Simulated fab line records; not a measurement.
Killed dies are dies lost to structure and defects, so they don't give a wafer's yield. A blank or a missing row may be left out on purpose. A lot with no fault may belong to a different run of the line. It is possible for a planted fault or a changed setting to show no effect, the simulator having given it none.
Struck lot and sound lot, side by side | flow nand_harc | 20 steps out of a route of 1302
Sound: these wafers, L778.3, L778.4, L778.6. The struck wafers were L792.2, L792.3, L792.6. Last of all comes the cause.
For every step that has rows: the tool of each side, followed by ch and its chambers, followed by its first start. Under that, the readings that differ: sound wafers | struck wafers | difference of the means | sigmas: that difference in standard deviations of wafers without a fault.
alike: readings with means less than 2 such deviations apart, plus words and numbers identical on both sides. not compared: withheld readings, readings lacking a value on some wafer, bounds such as >300 that could conceal the same value, and numbers that have no deviation in the record and whose values overlap.
A row with sigmas, a row that says differs or no value, or rows on one side alone: a step with any of these is where the two part. When numbers do not overlap yet have no deviation, they are printed without sigmas and do not part them. A reading that every wafer of one side lacks parts them only if that side has two wafers or more.

NHARC_P_ZERO_WELL_CD_MEAS_11 targets a cd of 500 nm.
  sound on cd_sem-02 ch 0, day 1 21:16; struck on cd_sem-03 ch 0, day 7 17:14
  alike: cd_nm
then, 1 step without rows for these wafers: NHARC_P_ZERO_WELL_HARDBAKE_12 (time 65 s).
NHARC_P_ZERO_WELL_DESCUM_13: chemistry O2, time 3 s.
  sound on rie_diel-04 ch 0,1, day 1 22:04; struck on rie_diel-08 ch 1,2,3, day 7 17:25
  alike: drypump_motor_current_A, oes_product_au, rf_vpp_V, showerhead_plenum_p_Torr, throttle_valve_pct
  not compared: rf_hours_counter_h
NHARC_P_ZERO_WELL_ETCH_65: etches the open film in N2/H2, target depth 80 nm, overetch 24 nm, time 87.88 s.
  sound on rie_diel-04 ch 0,1,2, day 1 22:09; struck on rie_diel-08 ch 2,3, day 7 17:30
  alike: drypump_motor_current_A, oes_product_au, rf_vpp_V, showerhead_plenum_p_Torr, throttle_valve_pct
  not compared: rf_hours_counter_h
NHARC_P_ZERO_WELL_ETCH_62: etches the open film in CHF3/Ar, target depth 13 nm, time 6.5 s.
  sound: rie_diel-04 ch 0,2,3; struck: rie_diel-08 ch 2,3
  alike: drypump_motor_current_A, oes_product_au, rf_vpp_V, showerhead_plenum_p_Torr, throttle_valve_pct
  not compared: rf_hours_counter_h
NHARC_P_ZERO_WELL_ETCH_63: etches the open film in HBr/Cl2, target depth 120 nm, time 40.1 s.
  sound on rie_si-02 ch 0,3, day 1 22:22; struck on rie_si-01 ch 0,1,2, day 7 17:42
  alike: drypump_motor_current_A, oes_product_au, throttle_valve_pct
  not compared: rf_hours_counter_h
then, 6 steps without rows for these wafers: NHARC_P_ZERO_WELL_STRIP_15 (strips in SPM, time 900 s); NHARC_P_ZERO_WELL_DEHYDRATE_16 (time 120 s); NHARC_P_ZERO_WELL_HMDS_17 (time 30 s); NHARC_P_ZERO_WELL_COAT_18; NHARC_P_ZERO_WELL_SOFTBAKE_19 (time 95 s); NHARC_P_ZERO_WELL_EBR_20.
NHARC_P_ZERO_WELL_EXPOSE_21: exposes mask P NWELL, target cd 720 nm.
  sound on krf_scanner-02 ch 0, day 1 23:08; struck on krf_scanner-04 ch 0, day 7 18:20
  reading | sound                         | struck                                 | difference | sigmas
  mask    | P_NWELL#0 P_NWELL#0 P_NWELL#0 | P_NWELL_R1#0 P_NWELL_R1#0 P_NWELL_R1#0 | differs    |
then, 2 steps without rows for these wafers: NHARC_P_ZERO_WELL_PEB_22 (peb time 85 s); NHARC_P_ZERO_WELL_DEVELOP_23 (time 70 s).
NHARC_P_ZERO_WELL_CD_MEAS_24 targets a cd of 720 nm.
  sound on cd_sem-01 ch 0, day 1 23:17; struck on cd_sem-01 ch 0, day 7 18:29
  reading    | sound             | struck            | difference | sigmas
  cd_nm (nm) | 721.0 722.7 720.2 | 703.2 702.1 702.9 | -18.6      | -12
then, 1 step without rows for these wafers: NHARC_P_ZERO_WELL_HARDBAKE_25 (time 80 s).
NHARC_P_ZERO_WELL_DESCUM_26: chemistry O2, time 3 s.
  sound on rie_diel-08 ch 2,3, day 1 23:26; struck on rie_diel-04 ch 0,1,2, day 7 18:40
  reading                      | sound             | struck          | difference | sigmas
  model.P_ZERO_WELL.cd_nm (nm) | 720.9 722.4 719.9 | 702.9 702 702.6 | -18.6      |
  alike: drypump_motor_current_A, oes_product_au, rf_vpp_V, showerhead_plenum_p_Torr, throttle_valve_pct
  not compared: rf_hours_counter_h
after that, 1 step had no rows for these wafers: NHARC_P_ZERO_WELL_IMPLANT_27.
-- jump in the record: it breaks off in module P_ZERO_WELL and resumes in module END (first step shown: number 1302 of the route), and 23 days separate the struck wafers' starts before and after --
NHARC_END_SORT_01:
  the record has rows for the struck wafers here (prober-01 ch 0, day 30 20:04) and none for the sound ones

WHERE THEY PART
At NHARC_P_ZERO_WELL_EXPOSE_21 first; at NHARC_END_SORT_01 last (within this record only).

WHY: the cause the simulator had injected
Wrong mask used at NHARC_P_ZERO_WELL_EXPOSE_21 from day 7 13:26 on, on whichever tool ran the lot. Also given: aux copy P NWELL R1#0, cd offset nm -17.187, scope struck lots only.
